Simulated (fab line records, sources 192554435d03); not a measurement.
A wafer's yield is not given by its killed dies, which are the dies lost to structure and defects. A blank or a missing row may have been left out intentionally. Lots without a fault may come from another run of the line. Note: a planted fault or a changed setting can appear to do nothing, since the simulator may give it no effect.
fab line records	flow n5Finfet	part 2 of 2: steps 5 to 6 of 6
[record] lots = 24	wafers = 72	lastDay = 19
route steps=1938 shown SDB@373 HKMG_FIN@387 GATE_CUT@465
lots that met no fault: from a run of the same line without faults
startH: hours from the record's opening day to when the first of the lot's shown wafers began	waitH: hours from the lot's prior step to this one	" as in the row above	L1.1+2: a single row standing in for several wafers	- value missing, or start not given	* or withheld: withheld	< > ~ a bound
route shown NAME@n: a module of which the file shows steps, and the number in the route of the first	usual: mean/standard deviation taken from wafers without a fault	same: alike in all rows	chamber/n: place in a boat	sites: each site's reading	_std_site: how widely they spread, as a standard deviation	_edge_site: mean of outer sites minus mean of inner sites	radiusMm: how far each site lies from the wafer's centre	mask NAME#n: copy n	behind: the most recent tool/chamber to have shaped the wafer	hold: why the lot was held/for how many hours/how that ended	device: whichever transistor did not switch (one of n, p or np)	end of line: at the end of the route, the tests of the same wafers	for a step that has no rows: nothing shown but its recipe	killed: dies that structure and defects cost at the first sort, which is not the same as the wafer's yield	map: the dies of a wafer, with x for killed, . for not killed, _ for no die there
set.NAME: the setting as run; set.NAME@STEP: as run at that earlier step	model.NAME: the simulator's own value behind a step, which no gauge read
one table for each step of the route and one row for each wafer, over a sample of lots
services: the hour from which a tool's chamber was out of use, counted from the record's first day as startH (under 0 if before that day), plus the number of hours and why
[[steps]]
[step N5_HKMG_FIN_ETCHBACK_68]
[recipe] chemistry = Cl2/Ar	stopOn = HfO2	targetDepthA = 5	pressureMtorr = 10	icpW = 600	biasW = 60	Cl2_flow_sccm = 40	Ar_flow_sccm = 60
[usual] drypumpMotorCurrentA = 5.9/0.37	oes_ar_750_au = 0.71/0.071	oesProductAu = 0.70/0.066	throttleValvePct = 20.94/0.13
lot.wafer	tool	chamber	startH	waitH	drypumpMotorCurrentA	oes_ar_750_au	oesProductAu	rfHoursCounterH	throttleValvePct
L074.3	rieMetal-01	1	76.32	0.1	5.7	0.67	0.67	-	20.74
L074.5	"	0	"	"	5.6	0.62	0.62	-	21.09
L074.6	"	1	"	"	5.7	0.67	0.67	-	20.73
L075.2	rieMetal-03	1	85.92	0.0	6.0	0.79	0.78	33	20.82
L075.3	"	1	"	"	6.0	0.79	0.78	-	20.82
L075.5	"	1	"	"	6.0	0.78	0.78	-	20.83
L076.1	rieMetal-03	0	90.80	0.0	6.4	0.75	0.72	58	20.91
L076.2	"	1	"	"	6.0	0.79	0.78	33	20.82
L076.6	"	0	"	"	6.4	0.74	0.71	-	20.93
L078.1	rieMetal-03	1	101.42	0.0	6.0	0.79	0.77	33	20.82
L078.3	"	0	"	"	6.4	0.75	0.71	-	20.91
L078.4	"	1	"	"	6.0	0.79	0.78	-	20.81
L077.1	rieMetal-02	1	102.35	0.0	5.3	0.70	0.70	72	21.09
L077.2	"	0	"	"	5.7	0.63	0.64	101	21.13
L077.6	"	1	"	"	5.3	0.70	0.69	-	21.10
L079.1	rieMetal-01	1	108.94	0.0	5.7	0.66	0.67	92	20.75
L079.3	"	1	"	"	5.7	0.66	0.67	-	20.74
L079.6	"	1	"	"	5.7	0.66	0.67	-	20.75
L080.3	rieMetal-03	1	115.24	0.1	6.0	0.78	0.77	-	20.85
L080.5	"	0	"	"	6.4	0.74	0.71	-	20.91
L080.6	"	1	"	"	6.0	0.78	0.77	-	20.85
L081.1	rieMetal-03	0	121.98	0.0	6.4	0.73	0.70	60	20.92
L081.2	"	1	"	"	6.0	0.77	0.77	36	20.81
L081.5	"	1	"	"	6.0	0.78	0.77	-	20.84
L082.1	rieMetal-03	0	129.24	0.0	6.4	0.73	0.69	62	20.94
L082.2	"	1	"	"	6.0	0.77	0.77	38	20.82
L082.6	"	0	"	"	6.4	0.73	0.70	-	20.92
L083.1	rieMetal-03	0	132.12	0.0	6.4	0.73	0.70	63	20.94
L083.2	"	1	"	"	6.0	0.78	0.76	38	20.85
L083.3	"	1	"	"	6.0	0.78	0.77	-	20.82
L084.1	rieMetal-01	0	136.39	0.0	5.6	0.61	0.62	127	21.10
L084.5	"	0	"	"	5.6	0.61	0.61	-	21.08
L084.6	"	1	"	"	5.7	0.66	0.66	-	20.76
L085.1	rieMetal-03	1	145.15	0.0	6.0	0.76	0.76	39	20.84
L085.3	"	1	"	"	6.0	0.77	0.77	-	20.84
L085.6	"	1	"	"	6.0	0.77	0.75	-	20.85
L086.1	rieMetal-03	0	152.45	0.0	6.4	0.72	0.69	64	20.93
L086.3	"	1	"	"	6.0	0.77	0.76	-	20.84
L086.5	"	0	"	"	6.4	0.73	0.69	-	20.92
L087.2	rieMetal-01	1	156.79	0.0	5.7	0.65	0.66	97	20.76
L087.5	"	1	"	"	5.7	0.65	0.66	-	20.78
L087.6	"	0	"	"	5.5	0.60	0.61	-	21.09
L088.3	rieMetal-01	0	163.79	0.1	5.6	0.61	0.61	-	21.11
L088.5	"	1	"	"	5.7	0.65	0.66	-	20.76
L088.6	"	0	"	"	5.6	0.61	0.61	-	21.10
L089.1	rieMetal-02	0	165.52	0.0	5.7	0.62	0.63	104	21.13
L089.3	"	1	"	"	5.2	0.69	0.68	-	21.09
L089.6	"	1	"	"	5.3	0.69	0.68	-	21.10
L090.1	rieMetal-02	0	175.60	0.0	5.6	0.62	0.64	105	21.14
L090.3	"	0	"	"	5.6	0.62	0.63	-	21.13
L090.5	"	1	"	"	5.3	0.69	0.68	-	21.09
L091.1	rieMetal-02	1	179.17	0.0	5.3	0.69	0.68	78	21.10
L091.4	"	0	"	"	5.7	0.62	0.63	-	21.16
L091.6	"	1	"	"	5.3	0.69	0.68	-	21.09
L092.2	rieMetal-03	1	184.62	0.0	6.0	0.76	0.76	42	20.87
L092.3	"	0	"	"	6.4	0.72	0.69	-	20.95
L092.6	"	0	"	"	6.4	0.72	0.69	-	20.95
L093.1	rieMetal-03	0	195.10	0.0	6.4	0.72	0.68	68	20.95
L093.3	"	0	"	"	6.4	0.72	0.68	-	20.94
L093.5	"	1	"	"	6.0	0.76	0.75	-	20.85
L094.1	rieMetal-03	0	195.24	0.0	6.4	0.72	0.69	68	20.93
L094.2	"	1	"	"	6.0	0.76	0.75	42	20.87
L094.5	"	1	"	"	6.0	0.76	0.75	-	20.84
L095.1	rieMetal-02	1	202.21	0.0	5.3	0.69	0.68	80	21.09
L095.4	"	1	"	"	5.3	0.69	0.68	-	21.10
L095.6	"	1	"	"	5.3	0.68	0.68	-	21.10
L096.1	rieMetal-03	1	208.02	0.0	6.0	0.76	0.76	43	20.86
L096.3	"	1	"	"	6.0	0.76	0.74	-	20.87
L096.4	"	0	"	"	6.4	0.72	0.68	-	20.95
L097.1	rieMetal-01	0	219.16	0.0	5.6	0.98	0.98	0	20.87
L097.3	"	1	"	"	5.7	0.65	0.65	-	20.77
L097.6	"	0	"	"	5.5	0.98	0.99	-	20.86
[step N5_GATE_CUT_ETCHBACK_00]
[recipe] chemistry = SF6/Cl2	target = W	pressureMtorr = 8	icpW = 900	biasW = 80	SF6_flow_sccm = 40	Cl2_flow_sccm = 60
[usual] drypumpMotorCurrentA = 5.8/0.38	oesProductAu = 0.70/0.064	throttleValvePct = 27.66/0.16
lot.wafer	tool	chamber	startH	waitH	drypumpMotorCurrentA	oesProductAu	rfHoursCounterH	throttleValvePct
L074.3	rieMetal-02	0	78.12	0.1	5.6	0.65	-	27.83
L074.5	"	0	"	"	5.7	0.65	-	27.84
L074.6	"	1	"	"	5.2	0.71	-	27.84
L075.2	rieMetal-03	1	87.73	0.0	6.0	0.79	33	27.49
L075.3	"	1	"	"	6.0	0.79	-	27.48
L075.5	"	1	"	"	6.0	0.80	-	27.48
L076.1	rieMetal-02	0	92.62	0.0	5.6	0.65	100	27.84
L076.2	"	1	"	"	5.3	0.70	71	27.84
L076.6	"	1	"	"	5.2	0.71	-	27.85
L078.1	rieMetal-02	0	103.22	0.0	5.7	0.65	101	27.84
L078.3	"	1	"	"	5.3	0.70	-	27.85
L078.4	"	0	"	"	5.6	0.66	-	27.85
L077.1	rieMetal-01	1	104.16	0.0	5.7	0.68	91	27.43
L077.2	"	0	"	"	5.6	0.63	122	27.79
L077.6	"	1	"	"	5.7	0.68	-	27.41
L079.1	rieMetal-03	0	110.74	0.0	6.4	0.70	58	27.58
L079.3	"	1	"	"	6.0	0.78	-	27.50
L079.6	"	0	"	"	6.4	0.70	-	27.59
L080.3	rieMetal-03	0	117.05	0.1	6.4	0.71	-	27.60
L080.5	"	1	"	"	6.0	0.79	-	27.48
L080.6	"	0	"	"	6.4	0.70	-	27.58
L081.1	rieMetal-02	1	123.81	0.0	5.3	0.71	73	27.84
L081.2	"	0	"	"	5.6	0.64	102	27.84
L081.5	"	1	"	"	5.3	0.71	-	27.84
L082.1	rieMetal-01	0	131.04	0.0	5.6	0.63	126	27.79
L082.2	"	1	"	"	5.7	0.68	95	27.43
L082.6	"	1	"	"	5.7	0.68	-	27.41
L083.1	rieMetal-03	0	133.92	0.0	6.4	0.70	63	27.59
L083.2	"	1	"	"	6.0	0.78	38	27.51
L083.3	"	1	"	"	6.0	0.77	-	27.52
L084.1	rieMetal-03	1	138.20	0.0	6.0	0.77	39	27.51
L084.5	"	1	"	"	6.0	0.77	-	27.51
L084.6	"	0	"	"	6.4	0.70	-	27.57
L085.1	rieMetal-03	0	147.15	0.0	6.4	0.69	64	27.59
L085.3	"	0	"	"	6.4	0.70	-	27.57
L085.6	"	1	"	"	6.0	0.77	-	27.50
L086.1	rieMetal-01	0	154.45	0.0	5.5	0.63	128	27.79
L086.3	"	1	"	"	5.7	0.67	-	27.42
L086.5	"	1	"	"	5.7	0.67	-	27.41
L087.2	rieMetal-03	0	158.59	0.0	6.4	0.69	65	27.57
L087.5	"	1	"	"	6.0	0.77	-	27.50
L087.6	"	0	"	"	6.4	0.69	-	27.59
L088.3	rieMetal-01	1	165.61	0.1	5.7	0.67	-	27.42
L088.5	"	0	"	"	5.5	0.61	-	27.80
L088.6	"	1	"	"	5.7	0.66	-	27.44
L089.1	rieMetal-02	1	167.32	0.0	5.2	0.70	77	27.84
L089.3	"	0	"	"	5.6	0.64	-	27.83
L089.6	"	1	"	"	5.3	0.70	-	27.84
L090.1	rieMetal-03	0	177.43	0.0	6.4	0.68	67	27.59
L090.3	"	0	"	"	6.4	0.69	-	27.61
L090.5	"	1	"	"	6.0	0.77	-	27.52
L091.1	rieMetal-03	0	181.00	0.0	6.4	0.68	67	27.60
L091.4	"	1	"	"	6.0	0.76	-	27.52
L091.6	"	0	"	"	6.4	0.69	-	27.61
L092.2	rieMetal-02	0	186.43	0.0	5.6	0.64	105	27.85
L092.3	"	1	"	"	5.3	0.70	-	27.86
L092.6	"	1	"	"	5.2	0.69	-	27.84
L093.1	rieMetal-02	0	196.90	0.0	5.6	0.65	106	27.84
L093.3	"	0	"	"	5.6	0.65	-	27.85
L093.5	"	1	"	"	5.3	0.69	-	27.84
L094.1	rieMetal-03	0	197.08	0.0	6.4	0.69	68	27.62
L094.2	"	1	"	"	6.0	0.77	42	27.50
L094.5	"	1	"	"	6.0	0.76	-	27.50
L095.1	rieMetal-03	1	204.12	0.0	6.0	0.76	43	27.52
L095.4	"	0	"	"	6.4	0.68	-	27.60
L095.6	"	0	"	"	6.4	0.68	-	27.60
L096.1	rieMetal-02	1	209.83	0.0	5.3	0.69	80	27.83
L096.3	"	0	"	"	5.6	0.64	-	27.85
L096.4	"	1	"	"	5.3	0.69	-	27.86
L097.1	rieMetal-01	1	220.99	0.0	5.7	0.66	102	27.42
L097.3	"	1	"	"	5.7	0.66	-	27.44
L097.6	"	0	"	"	5.6	0.99	-	27.73
[[services]]
tool	chamber	startH	hours	kind
rieMetal-03	-	43.91	1.4	pm
aldSin-03	-	55.42	2.8	pm
aldMetal-04	3	64.41	14.6	repair
aldSin-04	1	65.57	9.8	repair
rieDiel-05	3	66.19	7.2	repair
rieDiel-06	0	67.14	4.2	repair
aldMetal-04	1	77.86	26.0	repair
aldSin-04	-	85.55	14.0	pm
rieDiel-02	2	98.10	16.2	repair
aldSin-02	-	106.72	1.6	repair
aldMetal-04	-	115.64	0.8	repair
rieDiel-05	3	118.81	5.5	repair
rieMetal-02	0	143.90	12.5	repair
rieDiel-02	0	153.84	5.9	repair
rieDiel-02	1	156.34	5.9	repair
rieMetal-03	1	164.51	4.8	repair
aldMetal-03	1	172.90	21.4	repair
rieMetal-01	-	176.41	1.3	repair
aldSin-02	-	176.82	14.0	pm
rieDiel-02	0	190.66	4.0	repair
aldSin-02	3	191.22	1.4	repair
aldMetal-04	-	200.56	1.5	repair
rieDiel-02	2	212.97	7.8	repair
aldSin-04	-	220.24	6.1	pm
